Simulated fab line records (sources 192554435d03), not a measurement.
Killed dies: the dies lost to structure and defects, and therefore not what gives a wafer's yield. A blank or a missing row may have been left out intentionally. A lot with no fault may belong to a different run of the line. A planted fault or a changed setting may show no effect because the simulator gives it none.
fab line records | flow n5-finfet
record lots=11 wafers=31 last-day=17
route steps=1938 shown BEOL_M8@1379
lots that met no fault: taken from a fault-free run of the same line
start-h: hours from the record's first day to the start of the lot's first wafer shown | wait-h: how many hours have passed since the lot's step before this one | " repeats the value in the row above | L1.1+2: a single row standing in for several wafers | - no value, or no start given | * or withheld: withheld | < > ~ a bound
route shown NAME@n: a module of which the file shows steps, and the number in the route of the first | usual: the fault-free wafers' mean and standard deviation | same: alike in all rows | chamber/n: place in a boat | sites: readings site by site | _std_site: the values' standard deviation | _edge_site: mean of outer sites minus mean of inner sites | radius-mm: how far each site lies from the wafer's centre | mask NAME#n: copy n | behind: the most recent tool/chamber to have shaped the wafer | hold: what put the lot on hold/how long, in hours/how the hold closed | device: the transistor (n, p or np) that didn't switch | end of line: the tests these same wafers got at the end of their route | a step with no rows: only its recipe | killed: dies lost to structure and defects at the first sort, not the wafer's yield | map: shows each die of a wafer: x if killed, . if not, _ if none is there
set.NAME: the run value of the setting; set.NAME@STEP: its run value at that earlier step | model.NAME: the simulator's own value behind a step, which no gauge read
one table for each step of the route and one row for each wafer, over a sample of lots
services: when a tool's chamber went out of use (start-h, in hours from the record's first day, below 0 if earlier), for how many hours, and the reason
## steps
# step N5_BEOL_M8_STRIP_80
# recipe chemistry=N2/H2 time-s=10 power-w=450 temp-c=40 pressure-mtorr=20 rf-frequency-hz=6e+07 bias-power-w=7 n2-flow-sccm=200 h2-flow-sccm=200
# usual drypump-motor-current-A=5.8/0.35 n2-flow-sccm=200.0/0.65 oes-product-au=0.77/0.082 rf-vpp-V=59.2/0.83 showerhead-plenum-p-Torr=2.53/0.099 throttle-valve-pct=23.64/0.17
# same time-s=10
# columns lot.wafer tool chamber start-h wait-h drypump-motor-current-A n2-flow-sccm oes-product-au rf-hours-counter-h rf-vpp-V showerhead-plenum-p-Torr throttle-valve-pct
L714.2 rie-diel-06 1 - - 5.7 200.3 0.98 7 60.8 2.71 23.61
L714.5 " 0 " " 6.1 199.6 0.72 - 59.6 2.40 23.80
L714.6 " 3 " " 6.0 199.1 0.76 - 58.6 2.54 23.41
L716.4 rie-diel-04 1 - - 5.5 200.0 0.69 241 58.4 2.62 23.85
L716.5 " 3 " " 6.1 199.7 0.73 - 57.9 2.41 23.51
L716.6 " 0 " " 5.9 200.6 0.73 - 58.7 2.44 23.46
L715.1 rie-diel-04 3 - - 6.1 199.0 0.73 177 59.2 2.41 23.49
L715.2 " 0 " " 5.9 200.8 0.73 156 58.2 2.44 23.45
L715.4 " 2 " " 5.5 200.6 0.71 191 58.9 2.52 23.82
L718.1 rie-diel-01 0 - - 6.5 198.5 0.87 56 59.4 2.70 23.50
L718.2 " 3 " " 5.4 199.3 0.82 106 60.8 2.55 23.65
L718.6 " 2 " " 5.3 198.8 0.88 - 59.6 2.59 23.75
L719.2 rie-diel-04 1 - - 5.6 200.4 0.69 254 59.0 2.61 23.86
L719.4 " 3 " " 6.1 200.8 0.73 - 58.6 2.41 23.51
L719.5 " 1 " " 5.5 200.2 0.69 - 61.0 2.61 23.87
L721.2 rie-diel-06 3 - - 6.0 200.9 0.74 140 58.8 2.53 23.43
L721.5 " 2 " " 5.3 199.9 0.85 - 59.1 2.57 23.41
L721.6 " 1 " " 5.7 198.9 0.92 - 59.7 2.70 23.64
L722.3 rie-diel-04 3 - - 6.1 199.6 0.72 189 59.2 2.41 23.52
L722.4 " 0 " " 5.8 199.8 0.72 - 58.9 2.43 23.48
L722.5 " 2 " " 5.5 200.2 0.70 - 61.9 2.52 23.83
L726.2 rie-diel-01 3 - - 5.4 200.5 0.80 121 59.9 2.54 23.67
L726.3 " 1 " " 5.4 198.6 0.70 237 57.5 2.50 23.96
L726.4 " 0 " " 6.5 200.7 0.84 72 59.1 2.69 23.52
L733.5 rie-diel-01 0 - - 6.5 200.2 0.83 - 58.7 2.69 23.53
L733.6 " 3 " " 5.4 200.0 0.78 - 59.2 2.54 23.68
L731.1 rie-diel-04 3 - - 6.1 201.0 0.70 212 58.7 2.40 23.53
L731.4 " 3 " " 6.1 199.9 0.70 - 58.0 2.40 23.54
L734.1 rie-diel-04 0 - - 5.9 199.5 0.69 201 57.9 2.42 23.50
L734.4 " 1 " " 5.5 200.9 0.92 16 60.2 2.60 23.73
L734.6 " 0 " " 5.9 200.2 0.70 - 59.6 2.42 23.51
# step N5_BEOL_M8_CURE_75
# recipe temp-c=370 time-s=120 ambient=DMADMS/He material=SiCOH_lowk
# usual lamp-power-pct=52.31/0.059 wafer_temp_C_max=371.5/0.56
# same time-s=120
# columns lot.wafer tool chamber start-h wait-h lamp-power-pct wafer_temp_C_max
L714.2 uv-cure-02 2 215.43 0.1 52.31 371.9
L714.5 " 2 " " 52.26 372.7
L714.6 " 2 " " 52.36 371.9
L716.4 uv-cure-01 2 219.85 0.2 52.29 371.0
L716.5 " 2 " " 52.35 371.3
L716.6 " 2 " " 52.23 370.9
L715.1 uv-cure-01 0 222.64 0.0 52.33 372.9
L715.2 " 0 " " 52.37 371.7
L715.4 " 0 " " 52.29 373.8
L718.1 uv-cure-02 1 252.52 0.0 52.36 371.1
L718.2 " 1 " " 52.31 371.7
L718.6 " 1 " " 52.35 371.8
L719.2 uv-cure-02 0 252.95 0.1 52.35 371.1
L719.4 " 0 " " 52.35 371.1
L719.5 " 0 " " 52.34 371.3
L721.2 uv-cure-01 2 259.38 0.1 52.20 371.2
L721.5 " 2 " " 52.34 371.0
L721.6 " 2 " " 52.27 371.0
L722.3 uv-cure-02 0 263.31 0.6 52.34 371.6
L722.4 " 0 " " 52.25 370.9
L722.5 " 0 " " 52.32 370.6
L726.2 uv-cure-03 0 299.04 0.1 52.28 371.0
L726.3 " 0 " " 52.33 371.2
L726.4 " 0 " " 52.35 371.1
L731.1 uv-cure-02 0 325.00 0.0 52.32 370.7
L731.4 " 0 " " 52.22 370.6
L733.5 uv-cure-01 1 325.06 0.4 52.42 371.6
L733.6 " 1 " " 52.30 371.2
L734.1 uv-cure-03 0 332.65 0.0 52.17 371.9
L734.4 " 0 " " 52.33 371.9
L734.6 " 0 " " 52.23 371.8
# step N5_BEOL_M8_DEGAS_44
# recipe ambient=vacuum temp-c=250 time-s=60
# usual heater-power-w=326/31 susceptor-temp-C=249.96/0.17
# same time-s=60
# columns lot.wafer tool chamber start-h wait-h heater-power-w susceptor-temp-C
L714.2 pvd-sputter-02 - 215.85 0.4 301 250.15
L714.5 " - " " 305 250.02
L714.6 " - " " 278 250.20
L716.4 pvd-sputter-03 - 220.46 0.6 348 249.96
L716.5 " - " " 371 250.08
L716.6 " - " " 353 249.92
L715.1 pvd-sputter-03 - 225.38 2.7 290 249.87
L715.2 " - " " 299 249.94
L715.4 " - " " 369 249.76
L718.1 pvd-sputter-01 - 253.28 0.7 318 250.05
L718.2 " - " " 284 249.91
L718.6 " - " " 365 249.94
L719.2 pvd-sputter-01 - 253.64 0.6 287 249.72
L719.4 " - " " 339 249.87
L719.5 " - " " 314 249.78
L721.2 pvd-sputter-01 - 260.63 1.2 312 249.99
L721.5 " - " " 362 250.02
L721.6 " - " " 287 249.98
L722.3 pvd-sputter-02 - 264.42 1.1 276 249.80
L722.4 " - " " 303 250.00
L722.5 " - " " 327 250.34
L726.2 pvd-sputter-01 - 299.57 0.4 323 249.89
L726.3 " - " " 350 250.25
L726.4 " - " " 285 250.11
L733.5 pvd-sputter-01 - 325.34 0.2 325 249.88
L733.6 " - " " 359 249.69
L731.1 pvd-sputter-02 - 325.51 0.5 297 250.05
L731.4 " - " " 292 250.16
L734.1 pvd-sputter-01 - 332.97 0.3 361 249.92
L734.4 " - " " 289 249.73
L734.6 " - " " 277 249.89
# step N5_BEOL_M8_ALD_77
# recipe material=TaN target-thk-a=20 temp-c=275 ald-precursor-family=PDMAT ald-co-reactant=NH3 pressure-torr=3 carrier-flow-sccm=1500 pulse-time-s=2 purge-time-s=3 co-reactant-purge-time-s=2 co-reactant-pulse-time-s=3 ald-cycles=40 precursor-vessel-temp-c=75 precursor-vessel-pressure-torr=26.25 precursor-vessel-carrier-sccm=1000
# usual heater-power-w=418/43 purge-time-s=3/0 susceptor-temp-C=274.98/0.19
# columns lot.wafer tool chamber start-h wait-h heater-power-w purge-time-s susceptor-temp-C
L714.2 ald-metal-02 2 215.97 0.1 494 3 275.12
L714.5 " 2 " " 503 3 274.91
L714.6 " 1 " " 425 3 274.55
L716.4 ald-metal-04 2 220.61 0.1 408 3 274.96
L716.5 " 2 " " 410 3 274.86
L716.6 " 1 " " 363 3 275.12
L715.1 ald-metal-02 1 225.48 0.0 433 3 274.90
L715.2 " 0 " " 428 3 274.99
L715.4 " 3 " " 465 3 275.29
L718.1 ald-metal-01 3 253.38 0.0 458 3 274.98
L718.2 " 1 " " 411 3 275.01
L718.6 " 3 " " 437 3 275.16
L719.2 ald-metal-01 1 253.74 0.0 409 3 275.24
L719.4 " 2 " " 443 3 274.76
L719.5 " 0 " " 400 3 274.71
L721.2 ald-metal-04 0 260.93 0.2 333 3 274.78
L721.5 " 3 " " 391 3 275.06
L721.6 " 0 " " 333 3 274.69
L722.3 ald-metal-01 3 264.54 0.1 440 3 275.14
L722.4 " 2 " " 434 3 275.37
L722.5 " 2 " " 437 3 275.41
L726.2 ald-metal-04 0 299.76 0.1 329 3 275.15
L726.3 " 2 " " 417 3.1401 274.73
L726.4 " 2 " " 395 3 274.83
L731.1 ald-metal-01 0 325.61 0.0 400 3 274.81
L731.4 " 1 " " 413 3 274.68
L733.5 ald-metal-02 2 325.65 0.3 488 3 274.94
L733.6 " 3 " " 450 3 275.12
L734.1 ald-metal-02 0 333.10 0.1 431 3 274.83
L734.4 " 1 " " 422 3 275.19
L734.6 " 1 " " 436 3 275.05
## services
# columns tool chamber start-h hours kind
rie-diel-06 3 201.78 4.3 repair
uv-cure-02 - 204.51 0.6 repair
ald-metal-02 2 228.44 25.2 repair
rie-diel-04 3 231.06 9.3 repair
pvd-sputter-03 - 233.49 3.4 repair
uv-cure-01 - 240.10 2.1 pm
uv-cure-01 - 243.35 14.6 pm
rie-diel-04 2 245.90 6.5 repair
rie-diel-04 1 252.68 - clean
rie-diel-04 1 252.68 - consumable-replace:focus-ring
rie-diel-04 1 252.68 16.5 scheduled-down
rie-diel-04 1 252.68 16.5 vent-cycle
uv-cure-03 - 254.64 7.5 pm
uv-cure-03 - 262.19 7.5 pm
ald-metal-01 - 271.30 4.3 pm
ald-metal-04 3 279.64 27.1 repair
ald-metal-04 - 291.93 0.8 repair
ald-metal-02 3 293.32 1.9 repair
rie-diel-04 1 315.54 14.6 repair
rie-diel-01 1 330.89 - clean
rie-diel-01 1 330.89 - consumable-replace:focus-ring
rie-diel-01 1 330.89 15.4 scheduled-down
rie-diel-01 1 330.89 15.4 vent-cycle
## key
first-sign step=N5_BEOL_M8_ALD_77 reading=purge-time-s direction=up sigmas=99+ usual=* struck=*
effect none on later readings
met-at N5_BEOL_M8_ALD_77
struck-lots L726
struck-wafers L726.3
not-acting-at N5_BEOL_M8_STRIP_80,N5_BEOL_M8_CURE_75,N5_BEOL_M8_DEGAS_44
onset-between 260.93 299.76
fault kind=process-parameter-drift tool=ald-metal-04 chamber=- onset-h=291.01 steps=N5_BEOL_M8_ALD_77 channel=purge-time-s offset=* shape=step end-h=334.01 scope=struck-wafers-only acts-in=* stated=*
